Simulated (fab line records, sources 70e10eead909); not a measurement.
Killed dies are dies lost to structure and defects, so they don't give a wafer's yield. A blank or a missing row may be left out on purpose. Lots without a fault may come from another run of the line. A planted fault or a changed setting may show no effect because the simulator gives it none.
Which tool did it? | flow nand_harc | 7 lots, 21 wafers sampled, at 2 steps of a route of 1302

WHAT THE GAUGES READ, wafer by wafer
NHARC_A_ONON_D2_THK_MEAS_27: measures by ellipsometry.
lot  | measured     | on            | thk_nm (nm)
L733 | day 14 07:31 | film_metro-01 | 1020 1022 1020
L738 | day 15 11:11 | film_metro-01 | 1000 1000 1001
L743 | day 17 19:43 | film_metro-01 | 534 532 533
L744 | day 18 22:22 | film_metro-01 | 996 995 996
L749 | day 21 00:38 | film_metro-02 | 1019 1021 1018
L753 | day 21 19:09 | film_metro-02 | 1005 1004 1007
L754 | day 22 05:42 | film_metro-02 | 1008 1009 1009

WHICH TOOL RAN EACH LOT (tool, then ch and the chambers of the sampled wafers, then the start)
lot  | NHARC_A_ONON_D2_DEP_25
L733 | pecvd_onon-03 ch 0, day 14 07:01
L738 | pecvd_onon-03 ch 0, day 15 10:44
L743 | pecvd_onon-04 ch 0, day 17 19:19
L744 | pecvd_onon-03 ch 0, day 18 21:51
L749 | pecvd_onon-01 ch 0, day 21 00:08
L753 | pecvd_onon-01 ch 0, day 21 18:41
L754 | pecvd_onon-04 ch 0, day 22 05:11
- NHARC_A_ONON_D2_DEP_25: target thk 1000 nm.

THE ANSWER, worked out from the rows above alone
Rule: what is usual is taken from the lots themselves. Put in order of their means at a reading, lots are off if they are a third of the lots or fewer, leave a main group of 4 or more, and stand apart from it by a gap of 3 or more times the standard deviation of the main group's means; of several such gaps the widest counts. A main group whose means are all the same, to the digits that the tables above print for the reading, isn't used. A lot without any number at a reading at which 4 lots or more have one is off too. The other lots that the step has rows for count as sound.
Off: L743, at NHARC_A_ONON_D2_THK_MEAS_27 (thk_nm). The main group: mean 1008 nm, standard deviation 9.2.
A tool fits if, at a process step before that reading, it ran every lot that is off, and no sound lot after the first of them. The gauges at NHARC_A_ONON_D2_THK_MEAS_27 are tried like those tools. None of those tried fits.

WHAT THE SIMULATOR HAD PUT IN
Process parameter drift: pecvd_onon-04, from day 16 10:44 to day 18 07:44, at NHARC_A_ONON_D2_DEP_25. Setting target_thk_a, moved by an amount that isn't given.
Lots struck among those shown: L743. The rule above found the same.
